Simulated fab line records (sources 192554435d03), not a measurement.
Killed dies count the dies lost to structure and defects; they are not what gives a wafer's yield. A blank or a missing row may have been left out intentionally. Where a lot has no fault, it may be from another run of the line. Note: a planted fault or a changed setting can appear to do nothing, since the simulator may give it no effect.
Which tool is to blame? | flow n5-finfet | 15 lots with 44 wafers sampled at 2 steps, on a route of 1938 steps

== WHAT THE GAUGES READ, wafer by wafer ==
N5_BEOL_M0_SAQP_OVL_MEAS_41.
lot  | measured     | on         | M0_CUT1_OVL (nm)
L560 | day 5 20:02  | overlay-01 | 0.4 0.0 -0.3
L561 | day 6 04:10  | overlay-01 | 0.3 -0.3 0.3
L562 | day 6 09:17  | overlay-01 | -1.3 -0.5 0.6
L563 | day 6 11:17  | overlay-01 | 0.0 0.7 0.5
L564 | day 6 21:37  | overlay-02 | -0.6 -0.9 -1.5
L565 | day 7 01:42  | overlay-01 | -0.9 -0.2 0.7
L567 | day 7 12:08  | overlay-02 | 0.9 0.0 -0.5
L568 | day 7 23:49  | overlay-01 | -0.9 -0.4 0.0
L571 | day 8 17:34  | overlay-02 | 0.6 -0.3
L572 | day 8 21:52  | overlay-01 | 0.1 -0.3 -0.7
L573 | day 9 00:29  | overlay-02 | 0.5 -0.7 -0.6
L580 | day 10 15:04 | overlay-02 | 0.2 -0.2 0.8
L581 | day 10 20:23 | overlay-01 | 0.1 0.3 -0.8
L582 | day 11 03:23 | overlay-02 | -0.6 0.5 0.1
L583 | day 11 07:08 | overlay-01 | 0.2 -0.8 -0.4

N5_BEOL_M0_SAQP_INSPECT_42: inspects for defects (brightfield).
lot  | measured     | on                | raw-defect-count
L560 | day 5 20:05  | defect-inspect-01 | 243 328 338
L561 | day 6 04:13  | defect-inspect-01 | 252 261 283
L562 | day 6 09:22  | defect-inspect-02 | 260 201 246
L563 | day 6 11:20  | defect-inspect-02 | 177 218 239
L564 | day 6 21:41  | defect-inspect-02 | 310 364 189
L565 | day 7 01:45  | defect-inspect-02 | 203 227 230
L567 | day 7 12:11  | defect-inspect-01 | 297 330 245
L568 | day 7 23:52  | defect-inspect-02 | 210 227 276
L571 | day 8 17:36  | defect-inspect-01 | 384 259
L572 | day 8 21:56  | defect-inspect-02 | 180 201 263
L573 | day 9 00:32  | defect-inspect-01 | 313 378 337
L580 | day 10 15:08 | defect-inspect-02 | 355 300 212
L581 | day 10 20:27 | defect-inspect-01 | 346 508 495
L582 | day 11 03:27 | defect-inspect-01 | 252 248 207
L583 | day 11 07:11 | defect-inspect-02 | 292 312 324

== WHAT TOOL EACH LOT RAN ON (gives the tool, then ch and the chambers of the sampled wafers, and finally the start) ==
The record shows no process step preceding these readings.

== WHAT THE TOOLS THEMSELVES READ (means of the sampled wafers that have a number; where no wafer has one, the mark that the record gives instead) ==
The record holds no such reading with a usual standard deviation.

== THE ANSWER, worked out from the rows above alone ==
Rule: usual is defined by the lots themselves. The widest of any qualifying gaps counts: lots, ordered by their means at a reading, are off when they make up no more than a third of the lots, leave a main group of 4 or more, and stand apart from it by 3 or more times the standard deviation of that group's means. A main group is skipped when, at the precision printed for the reading in the tables above, its means are all equal. Also off: a lot with no number at a reading for which 4 or more lots have one. Any other lot the step has rows for is counted as sound. The gauges are gone through in route order, then the tools' own readings, and for those a lot's mean is taken as printed above. The first step at which some lot is off is used, and at that step the reading that is off furthest; a lot without a number counts as furthest.
No lot is off on any of the readings shown, so nothing can be concluded from this.

== WHAT HAD BEEN PUT IN BY THE SIMULATOR ==
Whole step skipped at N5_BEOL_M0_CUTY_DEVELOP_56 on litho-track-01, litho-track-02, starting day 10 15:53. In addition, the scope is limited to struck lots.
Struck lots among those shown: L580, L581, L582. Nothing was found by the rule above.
